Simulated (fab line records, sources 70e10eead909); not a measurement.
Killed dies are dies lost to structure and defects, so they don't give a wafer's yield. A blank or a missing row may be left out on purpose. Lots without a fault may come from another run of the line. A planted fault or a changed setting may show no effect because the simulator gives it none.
Which tool did it? | flow nand_harc | 12 lots, 36 wafers sampled, at 5 steps of a route of 1159

WHAT THE GAUGES READ, wafer by wafer
NHARC_P_M0_INSPECT_11.
lot  | measured     | on                | raw_defect_count
L075 | day 5 19:13  | defect_inspect-01 | 5 2 3
L076 | day 6 10:20  | defect_inspect-02 | 2 6 3
L079 | day 7 06:13  | defect_inspect-01 | 3 1 3
L083 | day 7 16:07  | defect_inspect-02 | 2 3 1
L081 | day 7 16:42  | defect_inspect-02 | 5 3 5
L084 | day 8 10:19  | defect_inspect-02 | 6 6 1
L088 | day 9 08:23  | defect_inspect-02 | 2 3 3
L089 | day 9 18:02  | defect_inspect-01 | 2 9 3
L091 | day 10 09:18 | defect_inspect-02 | 0 2 5
L093 | day 10 11:26 | defect_inspect-02 | 9 3 8
L095 | day 11 03:40 | defect_inspect-01 | 2 9 5
L097 | day 12 04:14 | defect_inspect-02 | 4 4 3

WHICH TOOL RAN EACH LOT (tool, then ch and the chambers of the sampled wafers, then the start)
lot  | NHARC_P_GATE_RTA_82              | NHARC_P_CONTACT_DESCUM_17          | NHARC_P_CONTACT_ALD_22              | NHARC_P_CONTACT_CMP_24
L075 | rtp_anneal-02 ch 0, day 5 12:19  | rie_diel-08 ch 0,3, day 5 14:19    | ald_metal-01 ch 0,2, day 5 16:23    | cmp-01 ch 2,3, day 5 17:41
L076 | rtp_anneal-02 ch 0, day 6 01:29  | rie_diel-03 ch 1,2,3, day 6 04:28  | ald_metal-04 ch 0,1,3, day 6 06:17  | cmp-04 ch 0,1,2, day 6 09:04
L079 | rtp_anneal-01 ch 0, day 6 21:46  | rie_diel-03 ch 0,1,3, day 6 23:43  | ald_metal-04 ch 0,1, day 7 01:33    | cmp-04 ch 1,2,3, day 7 04:49
L083 | rtp_anneal-02 ch 0, day 7 08:17  | rie_diel-03 ch 0,1,2, day 7 10:17  | ald_metal-04 ch 0,2,3, day 7 12:06  | cmp-01 ch 0,1,2, day 7 14:28
L081 | rtp_anneal-02 ch 0, day 7 09:43  | rie_diel-03 ch 1,2,3, day 7 11:34  | ald_metal-04 ch 0,1,3, day 7 13:25  | cmp-01 ch 2,3, day 7 15:16
L084 | rtp_anneal-02 ch 0, day 8 04:11  | rie_diel-03 ch 0,2,3, day 8 06:11  | ald_metal-02 ch 0,1,2, day 8 08:01  | cmp-04 ch 0,1,3, day 8 08:53
L088 | rtp_anneal-01 ch 0, day 8 19:45  | rie_diel-08 ch 0,1,2, day 8 21:59  | ald_metal-04 ch 0,1,3, day 8 23:53  | cmp-01 ch 1,2,3, day 9 06:58
L089 | rtp_anneal-01 ch 0, day 9 10:25  | rie_diel-08 ch 0,3, day 9 12:25    | ald_metal-04 ch 0,1,2, day 9 14:16  | cmp-01 ch 1,2,3, day 9 16:37
L091 | rtp_anneal-01 ch 0, day 9 20:19  | rie_diel-11 ch 0,1,3, day 9 22:16  | ald_metal-02 ch 0,2, day 10 00:14   | cmp-01 ch 0,1, day 10 07:59
L093 | rtp_anneal-02 ch 0, day 10 01:57 | rie_diel-08 ch 0,3, day 10 03:53   | ald_metal-01 ch 1,2,3, day 10 05:47 | cmp-03 ch 0,1,3, day 10 10:10
L095 | rtp_anneal-02 ch 0, day 10 19:46 | rie_diel-08 ch 0,1,2, day 10 21:37 | ald_metal-04 ch 0,1,2, day 10 23:29 | cmp-03 ch 0,1,2, day 11 02:08
L097 | rtp_anneal-01 ch 0, day 11 16:39 | rie_diel-03 ch 0,3, day 11 18:36   | ald_metal-04 ch 0,3, day 11 20:28   | cmp-03 ch 0,3, day 12 02:58
- NHARC_P_GATE_RTA_82: time 30 s.
- NHARC_P_CONTACT_DESCUM_17: chemistry O2, time 3 s.
- NHARC_P_CONTACT_ALD_22: deposits TiN, target thk 3 nm, pulse time 1 s, ald cycles 150.
- NHARC_P_CONTACT_CMP_24: polishes, t overpolish 30 s, target thk 200 nm.

THE ANSWER, worked out from the rows above alone
Rule: what is usual is taken from the lots themselves. Put in order of their means at a reading, lots are off if they are a third of the lots or fewer, leave a main group of 4 or more, and stand apart from it by a gap of 3 or more times the standard deviation of the main group's means; of several such gaps the widest counts. A main group whose means are all the same, to the digits that the tables above print for the reading, isn't used. A lot without any number at a reading at which 4 lots or more have one is off too. The other lots that the step has rows for count as sound.
No lot is off at any reading shown: from this, nothing can be told.

WHAT THE SIMULATOR HAD PUT IN
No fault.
